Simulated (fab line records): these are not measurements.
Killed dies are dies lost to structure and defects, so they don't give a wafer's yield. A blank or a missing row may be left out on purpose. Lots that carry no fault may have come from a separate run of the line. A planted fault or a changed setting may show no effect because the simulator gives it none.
Lot-split experiment :: flow n5Finfet :: 39 wafers read from 7 lots, route of 1938 steps

== SPLIT DETAILS ==
At N5_BEOL_M0_SAQP_PECVD_96 (deposits a-Si from SiH4/He, target thk 45 nm, time 45.2 s), the setting timeS was moved away from the recipe's 45.2 s on 12 of the 39 wafers read, by -58.3% to +53.8%. All remaining wafers had this setting at the recipe value.

== FROM THE SPLIT TO THE READING: what the file shows between them, 4 steps ==
- N5_BEOL_M0_SAQP_PECVD_97: deposits SiNx from SiH4/NH3/N2, target thk 23 nm, time 19.9 s
- N5_BEOL_M0_SAQP_PECVD_04: deposits a-Si from SiH4/He, target thk 60 nm, time 60.2 s
- N5_BEOL_M0_SAQP_ETCH_101: etches SiNx in CH3F/O2, target depth 29.9 nm, time 42.7 s
- N5_BEOL_M0_SAQP_ETCH_102: etches SiO2 in CF4, target depth 4 nm, time 4.4 s

== THE READING ==
oesProductAu, in a.u., at N5_BEOL_M0_SAQP_MANDREL_ETCH_103 (etches a-Si in HBr/Cl2, stops on SiCN, target depth 45 nm, bt time 10 s, time 27 s). A value of 0.680 a.u. with a standard deviation of 0.012 a.u. is what fault-free wafers of this fab line usually give.

wafer: L075.1
tool, chamber at the split: pecvd-02, 1,0
timeS as run, s: 29.57
against the recipe: -34.6%
oesProductAu, a.u.: 0.552
against lot-mates on the recipe: -0.116

wafer: L075.2
tool, chamber at the split: pecvd-02, 2
timeS as run, s: 29.57
against the recipe: -34.6%
oesProductAu, a.u.: 0.533
against lot-mates on the recipe: -0.135

wafer: L075.3
tool, chamber at the split: pecvd-02, 0
timeS as run, s: 45.2
against the recipe: recipe
oesProductAu, a.u.: 0.681
against lot-mates on the recipe: -

wafer: L075.4
tool, chamber at the split: pecvd-02, 1
timeS as run, s: 45.2
against the recipe: recipe
oesProductAu, a.u.: 0.670
against lot-mates on the recipe: -

wafer: L075.5
tool, chamber at the split: pecvd-02, 2
timeS as run, s: 45.2
against the recipe: recipe
oesProductAu, a.u.: 0.653
against lot-mates on the recipe: -

wafer: L075.6
tool, chamber at the split: pecvd-02, 1,0
timeS as run, s: 29.57
against the recipe: -34.6%
oesProductAu, a.u.: 0.556
against lot-mates on the recipe: -0.112

wafer: L084.1
tool, chamber at the split: pecvd-02, 2
timeS as run, s: 45.2
against the recipe: recipe
oesProductAu, a.u.: 0.678
against lot-mates on the recipe: -

wafer: L084.2
tool, chamber at the split: pecvd-02, 0
timeS as run, s: 45.2
against the recipe: recipe
oesProductAu, a.u.: 0.692
against lot-mates on the recipe: -

wafer: L084.3
tool, chamber at the split: pecvd-02, 1
timeS as run, s: 45.2
against the recipe: recipe
oesProductAu, a.u.: 0.690
against lot-mates on the recipe: -

wafer: L084.4
tool, chamber at the split: pecvd-02, 1
timeS as run, s: 45.2
against the recipe: recipe
oesProductAu, a.u.: 0.692
against lot-mates on the recipe: -

wafer: L084.5
tool, chamber at the split: pecvd-02, 0
timeS as run, s: 45.2
against the recipe: recipe
oesProductAu, a.u.: 0.671
against lot-mates on the recipe: -

wafer: L084.6
tool, chamber at the split: pecvd-02, 2
timeS as run, s: 45.2
against the recipe: recipe
oesProductAu, a.u.: 0.692
against lot-mates on the recipe: -

wafer: L086.1
tool, chamber at the split: pecvd-02, 2
timeS as run, s: 45.2
against the recipe: recipe
oesProductAu, a.u.: 0.683
against lot-mates on the recipe: -

wafer: L086.2
tool, chamber at the split: pecvd-02, 1
timeS as run, s: 45.2
against the recipe: recipe
oesProductAu, a.u.: 0.683
against lot-mates on the recipe: -

wafer: L086.3
tool, chamber at the split: pecvd-02, 0,2
timeS as run, s: 45.2
against the recipe: recipe
oesProductAu, a.u.: 0.677
against lot-mates on the recipe: -

wafer: L086.4
tool, chamber at the split: pecvd-02, 0,2
timeS as run, s: 45.2
against the recipe: recipe
oesProductAu, a.u.: 0.666
against lot-mates on the recipe: -

wafer: L086.5
tool, chamber at the split: pecvd-02, 0
timeS as run, s: 45.2
against the recipe: recipe
oesProductAu, a.u.: 0.663
against lot-mates on the recipe: -

wafer: L086.6
tool, chamber at the split: pecvd-02, 1
timeS as run, s: 45.2
against the recipe: recipe
oesProductAu, a.u.: 0.703
against lot-mates on the recipe: -

wafer: L090.1
tool, chamber at the split: pecvd-04, 2
timeS as run, s: 29.45
against the recipe: -34.8%
oesProductAu, a.u.: 0.551
against lot-mates on the recipe: -0.124

wafer: L090.2
tool, chamber at the split: pecvd-04, 0
timeS as run, s: 29.45
against the recipe: -34.8%
oesProductAu, a.u.: 0.534
against lot-mates on the recipe: -0.141

wafer: L090.3
tool, chamber at the split: pecvd-04, 1
timeS as run, s: 29.45
against the recipe: -34.8%
oesProductAu, a.u.: 0.521
against lot-mates on the recipe: -0.154

wafer: L090.4
tool, chamber at the split: pecvd-04, 2
timeS as run, s: 45.2
against the recipe: recipe
oesProductAu, a.u.: 0.685
against lot-mates on the recipe: -

wafer: L090.5
tool, chamber at the split: pecvd-04, 0
timeS as run, s: 45.2
against the recipe: recipe
oesProductAu, a.u.: 0.670
against lot-mates on the recipe: -

wafer: L090.6
tool, chamber at the split: pecvd-04, 1
timeS as run, s: 45.2
against the recipe: recipe
oesProductAu, a.u.: 0.669
against lot-mates on the recipe: -

wafer: L091.1
tool, chamber at the split: pecvd-04, 2
timeS as run, s: 45.2
against the recipe: recipe
oesProductAu, a.u.: 0.677
against lot-mates on the recipe: -

wafer: L091.2
tool, chamber at the split: pecvd-04, 1
timeS as run, s: 45.2
against the recipe: recipe
oesProductAu, a.u.: 0.649
against lot-mates on the recipe: -

wafer: L091.4
tool, chamber at the split: pecvd-04, 2
timeS as run, s: 45.2
against the recipe: recipe
oesProductAu, a.u.: 0.694
against lot-mates on the recipe: -

wafer: L094.1
tool, chamber at the split: pecvd-03, 2
timeS as run, s: 45.2
against the recipe: recipe
oesProductAu, a.u.: 0.676
against lot-mates on the recipe: -

wafer: L094.2
tool, chamber at the split: pecvd-03, 0
timeS as run, s: 69.52
against the recipe: +53.8%
oesProductAu, a.u.: 0.882
against lot-mates on the recipe: +0.208

wafer: L094.3
tool, chamber at the split: pecvd-03, 1
timeS as run, s: 45.2
against the recipe: recipe
oesProductAu, a.u.: 0.680
against lot-mates on the recipe: -

wafer: L094.4
tool, chamber at the split: pecvd-03, 2
timeS as run, s: 45.2
against the recipe: recipe
oesProductAu, a.u.: 0.666
against lot-mates on the recipe: -

wafer: L094.5
tool, chamber at the split: pecvd-03, 0
timeS as run, s: 69.52
against the recipe: +53.8%
oesProductAu, a.u.: 0.888
against lot-mates on the recipe: +0.214

wafer: L094.6
tool, chamber at the split: pecvd-03, 1
timeS as run, s: 69.52
against the recipe: +53.8%
oesProductAu, a.u.: 0.894
against lot-mates on the recipe: +0.220

wafer: L095.1
tool, chamber at the split: pecvd-02, 1
timeS as run, s: 45.2
against the recipe: recipe
oesProductAu, a.u.: 0.695
against lot-mates on the recipe: -

wafer: L095.2
tool, chamber at the split: pecvd-02, 2
timeS as run, s: 18.87
against the recipe: -58.3%
oesProductAu, a.u.: 0.469
against lot-mates on the recipe: -0.221

wafer: L095.3
tool, chamber at the split: pecvd-02, 0
timeS as run, s: 18.87
against the recipe: -58.3%
oesProductAu, a.u.: 0.458
against lot-mates on the recipe: -0.232

wafer: L095.4
tool, chamber at the split: pecvd-02, 2
timeS as run, s: 18.87
against the recipe: -58.3%
oesProductAu, a.u.: 0.454
against lot-mates on the recipe: -0.236

wafer: L095.5
tool, chamber at the split: pecvd-02, 1,0
timeS as run, s: 45.2
against the recipe: recipe
oesProductAu, a.u.: 0.696
against lot-mates on the recipe: -

wafer: L095.6
tool, chamber at the split: pecvd-02, 1,0
timeS as run, s: 45.2
against the recipe: recipe
oesProductAu, a.u.: 0.680
against lot-mates on the recipe: -
Where a row lists several chambers, the file gives one row for several wafers and doesn't say which wafer went through which chamber.

THE FIT
A straight line over all 39 wafers: oesProductAu changes by +0.00386 a.u. for each +1% of timeS; r = +0.99; the points scatter about the line by 0.013 a.u.
The same after taking each lot's own level away (the mean of its wafers on the recipe; 39 wafers): +0.00391 a.u. for each +1%; r = +0.99; scatter 0.012 a.u.
On that fit, the largest move of timeS shifts the reading by 0.23 a.u.
The span of the lots' own levels, 0.6680 to 0.6903 a.u., comes to 1.9 times the standard deviation stated above.
So the lot-to-lot level changes the slope little: the two slopes agree.
Check: with one of the wafers moved furthest among these (-58.3%) left out of the fit, the line predicts -0.228 a.u. for it against its lot-mates. It came out at -0.221 a.u. against them.

== OTHER SPLITS ON THESE WAFERS ==
Before the reading, these wafers also passed through other splits. Each is held against what the fit with the lots' levels taken away leaves over:
other split on the same wafers: N5_HKMG_FIN_HK_ALD_01 aldCycles
wafers away from the commonest value: 15
r with oesProductAu (lot level and that fit taken away): +0.10

other split on the same wafers: N5_MOL_CONTACT_COAG_SPUTTER_143 targetThkA
wafers away from the commonest value: 12
r with oesProductAu (lot level and that fit taken away): +0.07

== THE WHOLE CHAIN: every reading that the file lists as answering this split, in the file's order ==
step: N5_BEOL_M0_SAQP_PECVD_96
what it does: deposits a-Si from SiH4/He, target thk 45 nm, time 45.2 s
reading: a-Si_of_BEOL_M0_SAQP_PECVD_96.thkNm (the simulator's own value, which no gauge read)
change (the file's fit): +0.46 nm for each +1% of the setting
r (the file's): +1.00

step: N5_BEOL_M0_SAQP_MANDREL_ETCH_103
what it does: etches a-Si in HBr/Cl2, stops on SiCN, target depth 45 nm, bt time 10 s, time 27 s
reading: oesProductAu
change (the file's fit): +0.00391 a.u. for each +1% of the setting
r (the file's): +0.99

step: N5_BEOL_M0_SAQP_MANDREL_ETCH_103
what it does: etches a-Si in HBr/Cl2, stops on SiCN, target depth 45 nm, bt time 10 s, time 27 s
reading: etch.depthNm (the simulator's own value, which no gauge read)
change (the file's fit): +0.46 nm for each +1% of the setting
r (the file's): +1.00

== THE FILE'S OWN FIT ==
oesProductAu changes by +0.00391 a.u. for each +1% of timeS, r = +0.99.
